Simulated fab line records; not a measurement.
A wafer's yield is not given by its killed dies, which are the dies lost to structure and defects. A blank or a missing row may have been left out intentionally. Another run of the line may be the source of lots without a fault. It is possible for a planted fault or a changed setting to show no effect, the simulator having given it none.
Lot-split experiment || flow n5 finfet || 39 wafers read across 7 lots, on a route 1938 steps long

THE SPLIT ITSELF
At N5_BEOL_M15_ETCH_61 (etches BARC in N2/H2, target depth 89 nm, overetch 26.7 nm, time 67.9 s), the setting time s was moved away from the recipe's 67.9 s on 15 of the 39 wafers read, by -50.3% to +46.9%. All remaining wafers had this setting at the recipe value.

The file shows no step between the split and the reading.

THE READING
coat_of_BEOL_M15_COAT_22.thk nm (the simulator's own value, which no gauge read), in nm, at N5_BEOL_M15_TRENCH_ETCH_34 (etches SiO2 in C4F8/O2/Ar, target depth 872.93 nm, time 199 s). The file does not state a usual value for it. The 24 wafers here that ran the recipe average 545.6 nm, standard deviation 5.5 nm.

{"wafer": "L074.1", "tool, chamber at the split": "rie diel-03, 3", "time s as run, s": 37.85, "against the recipe": "-44.3%", "coat_of_BEOL_M15_COAT_22.thk nm, nm": 580, "against lot-mates on the recipe": "+32.8"}
{"wafer": "L074.2", "tool, chamber at the split": "rie diel-03, 1", "time s as run, s": 37.85, "against the recipe": "-44.3%", "coat_of_BEOL_M15_COAT_22.thk nm, nm": 572, "against lot-mates on the recipe": "+24.8"}
{"wafer": "L074.3", "tool, chamber at the split": "rie diel-03, 0", "time s as run, s": 67.9, "against the recipe": "recipe", "coat_of_BEOL_M15_COAT_22.thk nm, nm": 543.8, "against lot-mates on the recipe": "-"}
{"wafer": "L074.4", "tool, chamber at the split": "rie diel-03, 2", "time s as run, s": 67.9, "against the recipe": "recipe", "coat_of_BEOL_M15_COAT_22.thk nm, nm": 547, "against lot-mates on the recipe": "-"}
{"wafer": "L074.5", "tool, chamber at the split": "rie diel-03, 3", "time s as run, s": 67.9, "against the recipe": "recipe", "coat_of_BEOL_M15_COAT_22.thk nm, nm": 550.8, "against lot-mates on the recipe": "-"}
{"wafer": "L074.6", "tool, chamber at the split": "rie diel-03, 2", "time s as run, s": 37.85, "against the recipe": "-44.3%", "coat_of_BEOL_M15_COAT_22.thk nm, nm": 575.4, "against lot-mates on the recipe": "+28.2"}
{"wafer": "L076.1", "tool, chamber at the split": "rie diel-02, 2", "time s as run, s": 67.9, "against the recipe": "recipe", "coat_of_BEOL_M15_COAT_22.thk nm, nm": 549.4, "against lot-mates on the recipe": "-"}
{"wafer": "L076.2", "tool, chamber at the split": "rie diel-02, 3", "time s as run, s": 67.9, "against the recipe": "recipe", "coat_of_BEOL_M15_COAT_22.thk nm, nm": 537.4, "against lot-mates on the recipe": "-"}
{"wafer": "L076.3", "tool, chamber at the split": "rie diel-02, 0", "time s as run, s": 55.86, "against the recipe": "-17.7%", "coat_of_BEOL_M15_COAT_22.thk nm, nm": 556, "against lot-mates on the recipe": "+10.3"}
{"wafer": "L076.4", "tool, chamber at the split": "rie diel-02, 1", "time s as run, s": 55.86, "against the recipe": "-17.7%", "coat_of_BEOL_M15_COAT_22.thk nm, nm": 560, "against lot-mates on the recipe": "+14.3"}
{"wafer": "L076.5", "tool, chamber at the split": "rie diel-02, 3", "time s as run, s": 55.86, "against the recipe": "-17.7%", "coat_of_BEOL_M15_COAT_22.thk nm, nm": 547.8, "against lot-mates on the recipe": "+2.1"}
{"wafer": "L076.6", "tool, chamber at the split": "rie diel-02, 2", "time s as run, s": 67.9, "against the recipe": "recipe", "coat_of_BEOL_M15_COAT_22.thk nm, nm": 550.4, "against lot-mates on the recipe": "-"}
{"wafer": "L080.1", "tool, chamber at the split": "rie diel-03, 1", "time s as run, s": 67.9, "against the recipe": "recipe", "coat_of_BEOL_M15_COAT_22.thk nm, nm": 546, "against lot-mates on the recipe": "-"}
{"wafer": "L080.2", "tool, chamber at the split": "rie diel-03, 2", "time s as run, s": 67.9, "against the recipe": "recipe", "coat_of_BEOL_M15_COAT_22.thk nm, nm": 547.4, "against lot-mates on the recipe": "-"}
{"wafer": "L080.3", "tool, chamber at the split": "rie diel-03, 3", "time s as run, s": 67.9, "against the recipe": "recipe", "coat_of_BEOL_M15_COAT_22.thk nm, nm": 547.2, "against lot-mates on the recipe": "-"}
{"wafer": "L080.4", "tool, chamber at the split": "rie diel-03, 0", "time s as run, s": 67.9, "against the recipe": "recipe", "coat_of_BEOL_M15_COAT_22.thk nm, nm": 541.8, "against lot-mates on the recipe": "-"}
{"wafer": "L080.5", "tool, chamber at the split": "rie diel-03, 1", "time s as run, s": 67.9, "against the recipe": "recipe", "coat_of_BEOL_M15_COAT_22.thk nm, nm": 541.8, "against lot-mates on the recipe": "-"}
{"wafer": "L080.6", "tool, chamber at the split": "rie diel-03, 2", "time s as run, s": 67.9, "against the recipe": "recipe", "coat_of_BEOL_M15_COAT_22.thk nm, nm": 549.6, "against lot-mates on the recipe": "-"}
{"wafer": "L087.1", "tool, chamber at the split": "rie diel-02, 2", "time s as run, s": 67.9, "against the recipe": "recipe", "coat_of_BEOL_M15_COAT_22.thk nm, nm": 556.8, "against lot-mates on the recipe": "-"}
{"wafer": "L087.4", "tool, chamber at the split": "rie diel-02, 2", "time s as run, s": 67.9, "against the recipe": "recipe", "coat_of_BEOL_M15_COAT_22.thk nm, nm": 556.8, "against lot-mates on the recipe": "-"}
{"wafer": "L087.2", "tool, chamber at the split": "rie diel-02, 3", "time s as run, s": 67.9, "against the recipe": "recipe", "coat_of_BEOL_M15_COAT_22.thk nm, nm": 538.8, "against lot-mates on the recipe": "-"}
{"wafer": "L087.3", "tool, chamber at the split": "rie diel-02, 3", "time s as run, s": 33.75, "against the recipe": "-50.3%", "coat_of_BEOL_M15_COAT_22.thk nm, nm": 573.4, "against lot-mates on the recipe": "+22.6"}
{"wafer": "L087.5", "tool, chamber at the split": "rie diel-02, 2", "time s as run, s": 33.75, "against the recipe": "-50.3%", "coat_of_BEOL_M15_COAT_22.thk nm, nm": 583.8, "against lot-mates on the recipe": "+33.0"}
{"wafer": "L087.6", "tool, chamber at the split": "rie diel-02, 3", "time s as run, s": 33.75, "against the recipe": "-50.3%", "coat_of_BEOL_M15_COAT_22.thk nm, nm": 569.6, "against lot-mates on the recipe": "+18.8"}
{"wafer": "L090.2", "tool, chamber at the split": "rie diel-02, 0", "time s as run, s": 67.9, "against the recipe": "recipe", "coat_of_BEOL_M15_COAT_22.thk nm, nm": 549.6, "against lot-mates on the recipe": "-"}
{"wafer": "L090.4", "tool, chamber at the split": "rie diel-02, 1", "time s as run, s": 67.9, "against the recipe": "recipe", "coat_of_BEOL_M15_COAT_22.thk nm, nm": 552, "against lot-mates on the recipe": "-"}
{"wafer": "L090.5", "tool, chamber at the split": "rie diel-02, 3", "time s as run, s": 67.9, "against the recipe": "recipe", "coat_of_BEOL_M15_COAT_22.thk nm, nm": 539.4, "against lot-mates on the recipe": "-"}
{"wafer": "L094.1", "tool, chamber at the split": "rie diel-03, 3", "time s as run, s": 67.9, "against the recipe": "recipe", "coat_of_BEOL_M15_COAT_22.thk nm, nm": 540.8, "against lot-mates on the recipe": "-"}
{"wafer": "L094.2", "tool, chamber at the split": "rie diel-03, 1", "time s as run, s": 99.72, "against the recipe": "+46.9%", "coat_of_BEOL_M15_COAT_22.thk nm, nm": 511.2, "against lot-mates on the recipe": -29.8}
{"wafer": "L094.3", "tool, chamber at the split": "rie diel-03, 0", "time s as run, s": 99.72, "against the recipe": "+46.9%", "coat_of_BEOL_M15_COAT_22.thk nm, nm": 508.6, "against lot-mates on the recipe": -32.4}
{"wafer": "L094.4", "tool, chamber at the split": "rie diel-03, 1", "time s as run, s": 99.72, "against the recipe": "+46.9%", "coat_of_BEOL_M15_COAT_22.thk nm, nm": 506.6, "against lot-mates on the recipe": -34.4}
{"wafer": "L094.5", "tool, chamber at the split": "rie diel-03, 3", "time s as run, s": 67.9, "against the recipe": "recipe", "coat_of_BEOL_M15_COAT_22.thk nm, nm": 543.8, "against lot-mates on the recipe": "-"}
{"wafer": "L094.6", "tool, chamber at the split": "rie diel-03, 0", "time s as run, s": 67.9, "against the recipe": "recipe", "coat_of_BEOL_M15_COAT_22.thk nm, nm": 538.4, "against lot-mates on the recipe": "-"}
{"wafer": "L096.1", "tool, chamber at the split": "rie diel-04, 3,1", "time s as run, s": 67.9, "against the recipe": "recipe", "coat_of_BEOL_M15_COAT_22.thk nm, nm": 539.8, "against lot-mates on the recipe": "-"}
{"wafer": "L096.2", "tool, chamber at the split": "rie diel-04, 2", "time s as run, s": 49.66, "against the recipe": "-26.9%", "coat_of_BEOL_M15_COAT_22.thk nm, nm": 562.2, "against lot-mates on the recipe": "+20.0"}
{"wafer": "L096.3", "tool, chamber at the split": "rie diel-04, 0", "time s as run, s": 49.66, "against the recipe": "-26.9%", "coat_of_BEOL_M15_COAT_22.thk nm, nm": 558, "against lot-mates on the recipe": "+15.8"}
{"wafer": "L096.4", "tool, chamber at the split": "rie diel-04, 3,1", "time s as run, s": 67.9, "against the recipe": "recipe", "coat_of_BEOL_M15_COAT_22.thk nm, nm": 547.4, "against lot-mates on the recipe": "-"}
{"wafer": "L096.5", "tool, chamber at the split": "rie diel-04, 1", "time s as run, s": 49.66, "against the recipe": "-26.9%", "coat_of_BEOL_M15_COAT_22.thk nm, nm": 566, "against lot-mates on the recipe": "+23.8"}
{"wafer": "L096.6", "tool, chamber at the split": "rie diel-04, 0", "time s as run, s": 67.9, "against the recipe": "recipe", "coat_of_BEOL_M15_COAT_22.thk nm, nm": 539.4, "against lot-mates on the recipe": "-"}
Rows listing several chambers each stand for several wafers; the file does not say which wafer went through which chamber.

FIT RESULTS
A straight line over all 39 wafers: coat_of_BEOL_M15_COAT_22.thk nm changes by -0.683 nm for each +1% of time s; r = -0.95; the points scatter about the line by 5.5 nm.
The same after taking each lot's own level away (the mean of its wafers on the recipe; 39 wafers): -0.617 nm for each +1%; r = -0.94; scatter 5.2 nm.
According to that fit, moving time s by its largest amount changes the reading by 31 nm.
Measured against the standard deviation above, the lots' own levels, which go from 541.00 to 550.80 nm, span 1.8 times it.
Thus the slope moves with the lot-to-lot level: the two fits are different.
Check: +31.5 nm against its lot-mates is what the line predicts for one of the wafers moved furthest among these (-50.3%) when that wafer is left out of the fit. It came out at +22.6 nm against them.

FURTHER SPLITS ON THESE WAFERS
Before the reading, these wafers also passed through other splits. Each is held against what the fit with the lots' levels taken away leaves over:
{"other split on the same wafers": "N5_BEOL_M11_TRENCH_ETCH_37 target depth a", "wafers away from the commonest value": 15, "r with coat_of_BEOL_M15_COAT_22.thk nm (lot level and that fit taken away)": "+0.00"}
{"other split on the same wafers": "N5_BEOL_M13_SPUTTER_43 time s", "wafers away from the commonest value": 15, "r with coat_of_BEOL_M15_COAT_22.thk nm (lot level and that fit taken away)": "+0.27"}

THE WHOLE CHAIN: every reading that the file lists as answering this split, in the file's order
{"step": "N5_BEOL_M15_ETCH_61", "what it does": "etches BARC in N2/H2, target depth 89 nm, overetch 26.7 nm, time 67.9 s", "reading": "etch.depth nm (the simulator's own value, which no gauge read)", "change (the file's fit)": "not straight: 56.9 at the lowest setting, 88.91 at the recipe, 88.97 at the highest", "r (the file's)": "not given"}
{"step": "N5_BEOL_M15_ETCH_61", "what it does": "etches BARC in N2/H2, target depth 89 nm, overetch 26.7 nm, time 67.9 s", "reading": "coat_of_BEOL_M15_COAT_22.thk nm (the simulator's own value, which no gauge read)", "change (the file's fit)": "-0.629 nm for each +1% of the setting", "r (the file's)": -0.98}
{"step": "N5_BEOL_M15_TRENCH_ETCH_34", "what it does": "etches SiO2 in C4F8/O2/Ar, target depth 872.93 nm, time 199 s", "reading": "coat_of_BEOL_M15_COAT_22.thk nm (the simulator's own value, which no gauge read)", "change (the file's fit)": "-0.61 nm for each +1% of the setting", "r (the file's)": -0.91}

FILE'S OWN FIT
coat_of_BEOL_M15_COAT_22.thk nm changes by -0.61 nm for each +1% of time s, r = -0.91.
